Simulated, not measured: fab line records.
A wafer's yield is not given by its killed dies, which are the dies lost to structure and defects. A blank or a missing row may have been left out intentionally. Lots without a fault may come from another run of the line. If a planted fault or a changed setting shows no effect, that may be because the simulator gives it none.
fab line records	flow n5_finfet	part 1 of 2: steps 1 to 20 of 27
record: lots: 5	wafers: 15	last_day: 18
route steps=1938 shown BEOL_M8@1349
lots that met no fault: from a run of the same line without faults
start_h: the number of hours between the record's first day and the start of the first shown wafer of the lot	wait_h: hours since the lot's step before	" identical to the entry in the row above	L1.1+2: one row covering several wafers at once	- no value, or no start was given	* or withheld: withheld	< > ~ a bound
route shown NAME@n: names a module that has steps shown in the file, with the first one's number in the route	usual: mean/standard deviation taken from wafers without a fault	same: alike in all rows	chamber/n: place in a boat	sites: readings site by site	_std_site: their standard deviation	_edge_site: outer sites' mean less inner sites'	radius_mm: how far each site lies from the wafer's centre	mask NAME#n: copy n	behind: the last tool/chamber to shape the wafer	hold: reason for holding the lot/hours on hold/outcome of the hold	device: the transistor (n, p or np) that didn't switch	end of line: tests of these same wafers at the route's end	a step without rows: its recipe alone	killed: count of dies lost to structure and defects at first sort (not the wafer's yield)	map: dies across one wafer; x = killed, . = not, _ = none there
set.NAME: the run value of the setting; set.NAME@STEP: its run value at that earlier step	model.NAME: the simulator's own value behind a step, which no gauge read
lots at selected steps of the route; one table per step, one row per wafer
services: when a tool's chamber went out of use (start_h, in hours from the record's first day, below 0 if earlier), for how many hours, and the reason
== steps ==
step: N5_BEOL_M8_ETCH_61
recipe: chemistry: CF4	target: SiARC	target_depth_a: 455	mask_material: CAR-ArF	time_s: 75.8	ion_energy_ev: 80	pressure_mtorr: 40	source_w: 545	bias_w: 36	Ar_flow_sccm: 100	cf4_flow_sccm: 100	ends: cleared
usual: drypump_motor_current_A: 5.6/0.49	etch_rf_on_time_s: 74.8/1.8	oes_product_au: 0.70/0.075	rf_vpp_V: 184.3/1.2	showerhead_plenum_p_Torr: 2.16/0.08	throttle_valve_pct: 15.56/0.26
lot.wafer	tool	chamber	start_h	wait_h	drypump_motor_current_A	etch_rf_on_time_s	oes_product_au	rf_hours_counter_h	rf_vpp_V	showerhead_plenum_p_Torr	throttle_valve_pct
L081.1	rie_diel-06	3	249.63	0.0	6.0	74.1	0.65	149	185.0	2.23	15.73
L081.3	"	2	"	"	5.0	74.4	0.84	6	184.9	2.11	14.98
L081.6	"	3	"	"	6.0	74.3	0.65	-	186.3	2.23	15.75
L082.3	rie_diel-05	0	250.11	0.0	6.4	77.7	0.61	194	183.5	2.04	15.64
L082.4	"	1	"	"	5.1	74.3	0.78	-	184.7	2.19	15.57
L082.6	"	0	"	"	6.5	77.7	0.61	-	182.0	2.04	15.65
L083.1	rie_diel-04	1	260.55	0.0	5.9	76.1	0.61	204	184.3	2.20	15.45
L083.2	"	0	"	"	4.8	76.9	0.68	107	184.8	2.16	15.43
L083.4	"	3	"	"	5.7	73.7	0.64	186	184.1	2.05	15.89
L087.4	rie_diel-06	0	289.47	0.0	5.8	73.3	0.73	68	186.3	2.27	15.72
L087.5	"	3	"	"	6.0	74.3	0.65	-	184.6	2.22	15.77
L087.6	"	2	"	"	5.0	74.3	0.81	-	183.8	2.10	15.01
L095.1	rie_diel-06	2	367.37	0.0	4.9	74.2	0.77	48	183.7	2.09	15.06
L095.5	"	1	"	"	5.8	78.6	0.61	-	181.7	2.05	15.82
L095.6	"	2	"	"	4.9	75.0	0.76	-	183.3	2.09	15.07
step: N5_BEOL_M8_ETCH_62
recipe: chemistry: N2/H2	target: SOC	target_depth_a: 1100	overetch_a: 220	mask_material: SiARC	temp_c: 40	time_s: 165	ion_energy_ev: 200	pressure_mtorr: 30	source_w: 840	bias_w: 150	n2_flow_sccm: 200	h2_flow_sccm: 200
usual: drypump_motor_current_A: 5.6/0.49	oes_product_au: 0.68/0.067	rf_vpp_V: 524.3/3	showerhead_plenum_p_Torr: 2.56/0.099	throttle_valve_pct: 17.72/0.28
lot.wafer	tool	chamber	start_h	wait_h	drypump_motor_current_A	oes_product_au	rf_hours_counter_h	rf_vpp_V	showerhead_plenum_p_Torr	throttle_valve_pct
L081.1	rie_diel-06	3	249.69	0.0	6.0	0.64	149	526.5	2.66	17.93
L081.3	"	2	"	"	4.9	0.84	6	522.8	2.50	17.22
L081.6	"	3	"	"	6.0	0.64	-	526.3	2.66	17.93
L082.3	rie_diel-05	0	250.16	0.0	6.5	0.61	194	519.0	2.43	17.80
L082.4	"	1	"	"	5.2	0.77	-	525.4	2.59	17.70
L082.6	"	0	"	"	6.4	0.61	-	520.4	2.43	17.79
L083.1	rie_diel-04	1	260.61	0.0	5.9	0.60	204	525.7	2.62	17.68
L083.2	"	0	"	"	4.7	0.67	107	525.2	2.55	17.68
L083.4	"	3	"	"	5.8	0.63	186	522.4	2.41	17.90
L087.4	rie_diel-06	0	289.53	0.0	5.9	0.71	68	526.5	2.70	17.98
L087.5	"	3	"	"	6.0	0.63	-	527.4	2.66	17.94
L087.6	"	2	"	"	4.9	0.79	-	521.6	2.49	17.21
L095.1	rie_diel-06	2	367.43	0.0	5.0	0.74	48	521.7	2.48	17.28
L095.5	"	1	"	"	5.8	0.61	-	521.5	2.42	17.95
L095.6	"	2	"	"	4.9	0.75	-	520.6	2.48	17.28
step: N5_BEOL_M8_STRIP_68
recipe: chemistry: N2/H2	temp_c: 40	n2_flow_sccm: 200	h2_flow_sccm: 200	rf_frequency_hz: 6e+07
lot.wafer	tool	chamber	start_h	wait_h
L081.1+3+6	rie_diel-06	3,2,3	249.82	0.1
L082.3+4+6	rie_diel-05	0,1,0	250.30	0.1
L083.1+2+4	rie_diel-04	1,0,3	260.75	0.1
L087.4+5+6	rie_diel-06	0,3,2	289.66	0.1
L095.1+5+6	rie_diel-06	2,1,2	367.56	0.1
step: N5_BEOL_M8_STRIP_67
recipe: chemistry: CF4	resist: SiARC	power_w: 300	bias_power_w: 75	pressure_mtorr: 50	cf4_flow_sccm: 150	rf_frequency_hz: 6e+07
usual: drypump_motor_current_A: 5.6/0.48	oes_product_au: 0.81/0.08	power_w: 299.9/0.93	rf_vpp_V: 271.4/1.7	showerhead_plenum_p_Torr: 1.81/0.068	throttle_valve_pct: 13.53/0.25
lot.wafer	tool	chamber	start_h	wait_h	drypump_motor_current_A	oes_product_au	power_w	rf_hours_counter_h	rf_vpp_V	showerhead_plenum_p_Torr	throttle_valve_pct
L081.1	rie_diel-06	3	249.83	0.0	6.0	0.76	299.4	149	273.9	1.86	13.70
L081.3	"	2	"	"	4.9	0.98	301.0	6	270.3	1.78	12.98
L081.6	"	3	"	"	6.0	0.76	298.3	-	273.7	1.86	13.70
L082.3	rie_diel-05	0	250.31	0.0	6.4	0.73	300.6	194	270.1	1.70	13.63
L082.4	"	1	"	"	5.1	0.90	300.4	-	272.0	1.82	13.43
L082.6	"	0	"	"	6.5	0.72	300.3	-	270.2	1.70	13.61
L083.1	rie_diel-04	1	260.76	0.0	5.9	0.72	299.1	204	270.8	1.84	13.47
L083.2	"	0	"	"	4.8	0.78	298.9	107	270.4	1.80	13.40
L083.4	"	3	"	"	5.7	0.74	299.7	186	269.5	1.72	13.88
L087.4	rie_diel-06	0	289.67	0.0	5.8	0.85	298.1	68	273.5	1.91	13.68
L087.5	"	3	"	"	6.0	0.75	299.0	-	271.4	1.86	13.72
L087.6	"	2	"	"	5.0	0.94	301.5	-	270.5	1.77	13.02
L095.1	rie_diel-06	2	367.57	0.0	4.9	0.88	300.2	48	272.1	1.77	13.08
L095.5	"	1	"	"	5.8	0.72	301.2	-	268.9	1.72	13.80
L095.6	"	2	"	"	4.9	0.89	299.4	-	269.8	1.77	13.08
step: N5_BEOL_M8_HM_OPEN_17
recipe: chemistry: Cl2/BCl3	target_depth_a: 200	overetch_a: 60	target: TiN	mask_material: SOC	ion_energy_ev: 150	pressure_mtorr: 10	icp_w: 1000	bias_w: 126	Cl2_flow_sccm: 53.25	bcl3_flow_sccm: 21.75	Ar_flow_sccm: 25
usual: drypump_motor_current_A: 5.4/0.32	he_backside_leak_sccm: 3.34/0.29	oes_product_au: 0.66/0.084	throttle_valve_pct: 22.25/0.28
lot.wafer	tool	chamber	start_h	wait_h	drypump_motor_current_A	he_backside_leak_sccm	oes_product_au	rf_hours_counter_h	throttle_valve_pct
L081.1	rie_metal-03	1	249.88	0.0	5.7	3.26	0.70	27	22.39
L081.3	"	1	"	"	5.7	4.79	0.70	-	22.40
L081.6	"	0	"	"	5.1	3.37	0.58	-	22.26
L082.3	rie_metal-02	1	250.38	0.1	5.1	3.45	0.54	-	22.42
L082.4	"	0	"	"	5.2	3.39	0.74	-	21.96
L082.6	"	1	"	"	5.1	3.40	0.54	-	22.44
L083.1	rie_metal-02	1	260.80	0.0	5.2	3.27	0.54	122	22.41
L083.2	"	0	"	"	5.2	3.32	0.73	17	21.96
L083.4	"	0	"	"	5.2	3.48	0.75	-	21.92
L087.4	rie_metal-02	1	289.74	0.1	5.2	3.14	0.83	-	21.90
L087.5	"	0	"	"	5.2	3.52	0.73	-	21.95
L087.6	"	1	"	"	5.1	3.43	0.83	-	21.90
L095.1	rie_metal-03	0	367.61	0.0	5.1	3.36	0.58	95	22.23
L095.5	"	0	"	"	5.1	3.40	0.58	-	22.24
L095.6	"	1	"	"	5.7	3.17	0.68	-	22.40
step: N5_BEOL_M8_STRIP_19
recipe: chemistry: O2	power_w: 400	temp_c: 40	pressure_mtorr: 30	rf_frequency_hz: 6e+07	bias_power_w: 0	overash_fraction: 0.2	o2_flow_sccm: 225
usual: drypump_motor_current_A: 5.6/0.48	oes_product_au: 0.80/0.082	rf_vpp_V: 3.6/0.7	showerhead_plenum_p_Torr: 2.11/0.08	throttle_valve_pct: 16.64/0.24
lot.wafer	tool	chamber	start_h	wait_h	drypump_motor_current_A	oes_product_au	rf_hours_counter_h	rf_vpp_V	showerhead_plenum_p_Torr	throttle_valve_pct
L081.1	rie_diel-05	1	249.99	0.1	5.2	0.92	23	4.0	2.16	16.74
L081.3	"	2	"	"	5.2	0.91	33	3.1	2.22	16.25
L081.6	"	0	"	"	6.5	0.73	-	3.2	1.99	16.69
L082.3	rie_diel-05	1	250.70	0.3	5.1	0.92	24	2.9	2.16	16.76
L082.4	"	2	"	"	5.2	0.90	-	3.0	2.22	16.21
L082.6	"	1	"	"	5.1	0.91	-	3.1	2.16	16.73
L083.1	rie_diel-04	3	260.91	0.1	5.8	0.73	186	3.4	1.99	16.88
L083.2	"	1	"	"	5.9	0.70	204	2.8	2.15	16.49
L083.4	"	2	"	"	5.8	0.77	112	4.3	2.12	16.81
L087.4	rie_diel-04	2	289.84	0.1	5.8	0.77	121	3.6	2.11	16.82
L087.5	"	3	"	"	5.8	0.73	-	3.5	1.99	16.90
L087.6	"	2	"	"	5.8	0.77	-	3.1	2.11	16.83
L095.1	rie_diel-05	1	367.85	0.2	5.2	0.86	64	4.1	2.14	16.83
L095.5	"	2	"	"	5.2	0.85	-	5.9	2.20	16.33
L095.6	"	3	"	"	5.5	0.86	-	3.1	2.14	16.65
step: N5_BEOL_M8_CD_MEAS_18
recipe: pitch_nm: 80	target_cd_nm: 40
usual: cd_nm: 40.0/0.47
lot.wafer	tool	chamber	start_h	wait_h	cd_nm
L081.1	cd_sem-03	-	250.06	0.0	40.4
L081.3	"	-	"	"	40.1
L081.6	"	-	"	"	40.0
L082.3	cd_sem-01	-	250.77	0.1	40.1
L082.4	"	-	"	"	40.1
L082.6	"	-	"	"	40.1
L083.1	cd_sem-03	-	260.98	0.0	40.6
L083.2	"	-	"	"	40.3
L083.4	"	-	"	"	40.4
L087.4	cd_sem-01	-	289.92	0.1	40.4
L087.5	"	-	"	"	40.4
L087.6	"	-	"	"	39.8
L095.1	cd_sem-03	-	367.92	0.0	39.3
L095.5	"	-	"	"	39.9
L095.6	"	-	"	"	40.2
step: N5_BEOL_M8_COAT_63
recipe: resist: SOC	temp_c: 250	time_s: 60	spin_rpm: 1500	resist_thk_nm: 60
usual: chill_plate_temp_C: 22.99/0.11
lot.wafer	tool	chamber	start_h	wait_h	chill_plate_temp_C
L081.1	litho_track-05	0	250.10	0.0	23.02
L081.3	"	0	"	"	22.88
L081.6	"	0	"	"	22.88
L082.3	litho_track-05	0	250.80	0.0	23.00
L082.4	"	0	"	"	22.85
L082.6	"	0	"	"	22.94
L083.1	litho_track-01	0	261.01	0.0	22.94
L083.2	"	0	"	"	23.01
L083.4	"	0	"	"	23.15
L087.4	litho_track-05	0	290.90	1.0	23.06
L087.5	"	0	"	"	23.14
L087.6	"	0	"	"	23.10
L095.1	litho_track-04	0	368.13	0.2	23.17
L095.5	"	0	"	"	23.06
L095.6	"	0	"	"	23.16
step: N5_BEOL_M8_COAT_64
recipe: resist: SiARC	temp_c: 220	time_s: 60	spin_rpm: 1500	resist_thk_nm: 12
usual: chill_plate_temp_C: 23.00/0.1
lot.wafer	tool	chamber	start_h	wait_h	chill_plate_temp_C
L081.1	litho_track-05	0	-	-	22.84
L081.3	"	0	"	"	22.87
L081.6	"	0	"	"	22.89
L082.3	litho_track-05	0	-	-	22.97
L082.4	"	0	"	"	23.09
L082.6	"	0	"	"	23.02
L083.1	litho_track-01	0	-	-	22.86
L083.2	"	0	"	"	22.95
L083.4	"	0	"	"	22.98
L087.4	litho_track-05	0	-	-	23.12
L087.5	"	0	"	"	23.03
L087.6	"	0	"	"	23.14
L095.1	litho_track-04	0	-	-	22.90
L095.5	"	0	"	"	22.92
L095.6	"	0	"	"	22.87
step: N5_BEOL_M8_COAT_71
recipe: resist: underlayer	temp_c: 205	time_s: 60	spin_rpm: 1500	resist_thk_nm: 5
usual: chill_plate_temp_C: 22.97/0.11
lot.wafer	tool	chamber	start_h	wait_h	chill_plate_temp_C
L081.1	litho_track-05	0	-	-	22.88
L081.3	"	0	"	"	23.01
L081.6	"	0	"	"	22.93
L082.3	litho_track-05	0	-	-	22.92
L082.4	"	0	"	"	23.01
L082.6	"	0	"	"	22.94
L083.1	litho_track-01	0	-	-	22.92
L083.2	"	0	"	"	23.07
L083.4	"	0	"	"	22.82
L087.4	litho_track-05	0	-	-	23.33
L087.5	"	0	"	"	23.17
L087.6	"	0	"	"	23.18
L095.1	litho_track-04	0	-	-	22.96
L095.5	"	0	"	"	22.90
L095.6	"	0	"	"	22.86
step: N5_BEOL_M8_COAT_22
recipe: resist: CAR-EUV	spin_rpm: 1500	resist_thk_nm: 30
usual: chill_plate_temp_C: 22.99/0.1
lot.wafer	tool	chamber	start_h	wait_h	chill_plate_temp_C
L081.1	litho_track-05	0	-	-	23.01
L081.3	"	0	"	"	22.88
L081.6	"	0	"	"	23.02
L082.3	litho_track-05	0	-	-	22.89
L082.4	"	0	"	"	23.08
L082.6	"	0	"	"	23.03
L083.1	litho_track-01	0	-	-	23.04
L083.2	"	0	"	"	23.19
L083.4	"	0	"	"	23.14
L087.4	litho_track-05	0	-	-	22.96
L087.5	"	0	"	"	22.78
L087.6	"	0	"	"	23.05
L095.1	litho_track-04	0	-	-	22.97
L095.5	"	0	"	"	23.07
L095.6	"	0	"	"	22.85
step: N5_BEOL_M8_EBR_24
recipe: solvent: PGMEA	ebr_width_mm: 1.5
usual: chill_plate_temp_C: 23.02/0.11
lot.wafer	tool	chamber	start_h	wait_h	chill_plate_temp_C
L081.1	litho_track-05	0	-	-	22.94
L081.3	"	0	"	"	22.95
L081.6	"	0	"	"	22.91
L082.3	litho_track-05	0	-	-	22.95
L082.4	"	0	"	"	22.87
L082.6	"	0	"	"	22.91
L083.1	litho_track-01	0	-	-	23.00
L083.2	"	0	"	"	22.93
L083.4	"	0	"	"	23.20
L087.4	litho_track-05	0	-	-	23.19
L087.5	"	0	"	"	23.15
L087.6	"	0	"	"	22.93
L095.1	litho_track-04	0	-	-	23.05
L095.5	"	0	"	"	23.04
L095.6	"	0	"	"	23.06
step: N5_BEOL_M8_SOFTBAKE_23
recipe: temp_c: 110	time_s: 60	resist: CAR-EUV
usual: chill_plate_temp_C: 23.01/0.12
lot.wafer	tool	chamber	start_h	wait_h	chill_plate_temp_C
L081.1	litho_track-05	0	-	-	23.04
L081.3	"	0	"	"	22.91
L081.6	"	0	"	"	23.04
L082.3	litho_track-05	0	-	-	23.03
L082.4	"	0	"	"	23.03
L082.6	"	0	"	"	22.93
L083.1	litho_track-01	0	-	-	23.03
L083.2	"	0	"	"	23.09
L083.4	"	0	"	"	22.91
L087.4	litho_track-05	0	-	-	23.10
L087.5	"	0	"	"	23.00
L087.6	"	0	"	"	23.21
L095.1	litho_track-04	0	-	-	23.08
L095.5	"	0	"	"	23.10
L095.6	"	0	"	"	22.85
step: N5_BEOL_M8_EXPOSE_25
recipe: mask_id: V7	na: 0.33	source_shape: annular	sigma_inner: 0.4	sigma_outer: 0.8	polarization: unpolarized	target_cd_nm: 40	dose_mj: 42.5
same: sigma_outer: 0.8
lot.wafer	tool	chamber	start_h	wait_h	mask
L081.1+3+6	euv_scanner-01	0	250.36	-	V7#0
L082.3+4+6	euv_scanner-02	0	251.08	-	V7#0
L083.1+2+4	euv_scanner-01	0	261.28	-	V7#0
L087.4+5+6	euv_scanner-01	0	291.05	-	V7#0
L095.1+5+6	euv_scanner-01	0	368.31	-	V7#0
step: N5_BEOL_M8_PEB_26
recipe: peb_temp_c: 100	peb_time_s: 60	resist: CAR-EUV
usual: chill_plate_temp_C: 23.00/0.1
lot.wafer	tool	chamber	start_h	wait_h	chill_plate_temp_C
L081.1	litho_track-04	0	250.43	0.1	23.05
L081.3	"	0	"	"	22.95
L081.6	"	0	"	"	23.08
L082.3	litho_track-01	0	251.13	0.0	22.89
L082.4	"	0	"	"	22.91
L082.6	"	0	"	"	22.91
L083.1	litho_track-04	0	261.34	0.1	22.94
L083.2	"	0	"	"	22.99
L083.4	"	0	"	"	23.03
L087.4	litho_track-05	0	291.10	0.0	22.94
L087.5	"	0	"	"	22.92
L087.6	"	0	"	"	23.12
L095.1	litho_track-04	0	368.37	0.1	22.85
L095.5	"	0	"	"	22.89
L095.6	"	0	"	"	22.83
step: N5_BEOL_M8_DEVELOP_27
recipe: develop_time_s: 30	developer: TMAH	resist: CAR-EUV	rinse_liquid: surfactant_rinse	dry: air_spin	dev_temp_c: 23
usual: chill_plate_temp_C: 22.99/0.12
lot.wafer	tool	chamber	start_h	wait_h	chill_plate_temp_C
L081.1	litho_track-04	0	-	-	22.80
L081.3	"	0	"	"	22.71
L081.6	"	0	"	"	22.61
L082.3	litho_track-01	0	-	-	22.86
L082.4	"	0	"	"	22.90
L082.6	"	0	"	"	22.90
L083.1	litho_track-04	0	-	-	23.10
L083.2	"	0	"	"	23.08
L083.4	"	0	"	"	23.19
L087.4	litho_track-05	0	-	-	22.97
L087.5	"	0	"	"	23.09
L087.6	"	0	"	"	23.13
L095.1	litho_track-04	0	-	-	22.93
L095.5	"	0	"	"	23.05
L095.6	"	0	"	"	23.06
step: N5_BEOL_M8_CD_MEAS_28
recipe: target_cd_nm: 40	landing_energy_ev: 500	detector: se_inlens
usual: cd_nm: 39.97/0.24
lot.wafer	tool	chamber	start_h	wait_h	cd_nm
L081.1	cd_sem-03	0	250.50	-	40.29
L081.3	"	0	"	"	39.87
L081.6	"	0	"	"	39.99
L082.3	cd_sem-03	0	251.20	-	39.86
L082.4	"	0	"	"	39.75
L082.6	"	0	"	"	40.02
L083.1	cd_sem-02	0	261.41	-	40.16
L083.2	"	0	"	"	40.06
L083.4	"	0	"	"	39.90
L087.4	cd_sem-01	0	291.17	-	39.92
L087.5	"	0	"	"	40.06
L087.6	"	0	"	"	40.00
L095.1	cd_sem-02	0	368.44	-	39.74
L095.5	"	0	"	"	39.64
L095.6	"	0	"	"	39.40
step: N5_BEOL_M8_OVL_MEAS_29
recipe: points_per_wafer: 522
usual: V7_OVL: -0.5/0.71
lot.wafer	tool	chamber	start_h	wait_h	V7_OVL[nm]
L081.1	overlay-01	0	250.53	0.0	0.0
L081.3	"	0	"	"	-0.4
L081.6	"	0	"	"	0.3
L082.3	overlay-01	0	251.24	0.0	-0.9
L082.4	"	0	"	"	-0.3
L082.6	"	0	"	"	-0.9
L083.1	overlay-01	0	261.44	0.0	-0.5
L083.2	"	0	"	"	0.0
L083.4	"	0	"	"	1.0
L087.4	overlay-02	0	291.21	0.0	-1.3
L087.5	"	0	"	"	-0.4
L087.6	"	0	"	"	-1.3
L095.1	overlay-02	0	368.47	0.0	-0.7
L095.5	"	0	"	"	-1.3
L095.6	"	0	"	"	-2.0
step: N5_BEOL_M8_INSPECT_30
recipe: mode: adi	inspect_instrument: brightfield
usual: raw_defect_count: 396/87
lot.wafer	tool	chamber	start_h	wait_h	raw_defect_count
L081.1	defect_inspect-02	-	250.59	0.1	414
L081.3	"	-	"	"	429
L081.6	"	-	"	"	431
L082.3	defect_inspect-02	-	251.29	0.0	489
L082.4	"	-	"	"	505
L082.6	"	-	"	"	436
L083.1	defect_inspect-01	-	261.50	0.1	373
L083.2	"	-	"	"	332
L083.4	"	-	"	"	342
L087.4	defect_inspect-01	-	291.26	0.0	202
L087.5	"	-	"	"	299
L087.6	"	-	"	"	261
L095.1	defect_inspect-02	-	368.53	0.1	423
L095.5	"	-	"	"	329
L095.6	"	-	"	"	348
step: N5_BEOL_M8_DESCUM_33
recipe: chemistry: O2	time_s: 7	source_power_w: 50	bias_power_w: 20	pressure_mtorr: 20	rf_frequency_hz: 2.712e+07	temp_c: 40	resist: CAR-EUV	o2_flow_sccm: 225
usual: drypump_motor_current_A: 5.6/0.47	oes_product_au: 0.80/0.084	rf_vpp_V: 243.3/1.5	showerhead_plenum_p_Torr: 2.11/0.079	throttle_valve_pct: 20.39/0.26
lot.wafer	tool	chamber	start_h	wait_h	drypump_motor_current_A	oes_product_au	rf_hours_counter_h	rf_vpp_V	showerhead_plenum_p_Torr	throttle_valve_pct
L081.1	rie_diel-06	1	251.27	0.7	5.8	0.75	165	241.6	2.01	20.52
L081.3	"	3	"	"	6.0	0.76	150	244.0	2.21	20.76
L081.6	"	1	"	"	5.8	0.74	-	242.1	2.01	20.52
L082.3	rie_diel-05	2	251.97	0.7	5.2	0.90	35	246.2	2.21	19.98
L082.4	"	2	"	"	5.2	0.91	-	245.1	2.21	19.96
L082.6	"	0	"	"	6.4	0.72	-	241.4	1.99	20.42
L083.1	rie_diel-04	0	261.53	0.0	4.8	0.80	108	244.3	2.10	20.18
L083.2	"	3	"	"	5.7	0.74	186	241.4	1.99	20.63
L083.4	"	2	"	"	5.8	0.77	112	243.3	2.11	20.60
L087.4	rie_diel-04	2	291.29	0.0	5.8	0.77	122	243.5	2.11	20.61
L087.5	"	0	"	"	4.8	0.78	-	242.7	2.09	20.21
L087.6	"	1	"	"	5.9	0.70	-	244.0	2.15	20.19
L095.1	rie_diel-05	2	368.85	0.3	5.2	0.85	70	246.2	2.20	20.01
L095.5	"	2	"	"	5.2	0.84	-	245.0	2.20	20.03
L095.6	"	1	"	"	5.2	0.84	-	242.9	2.14	20.69
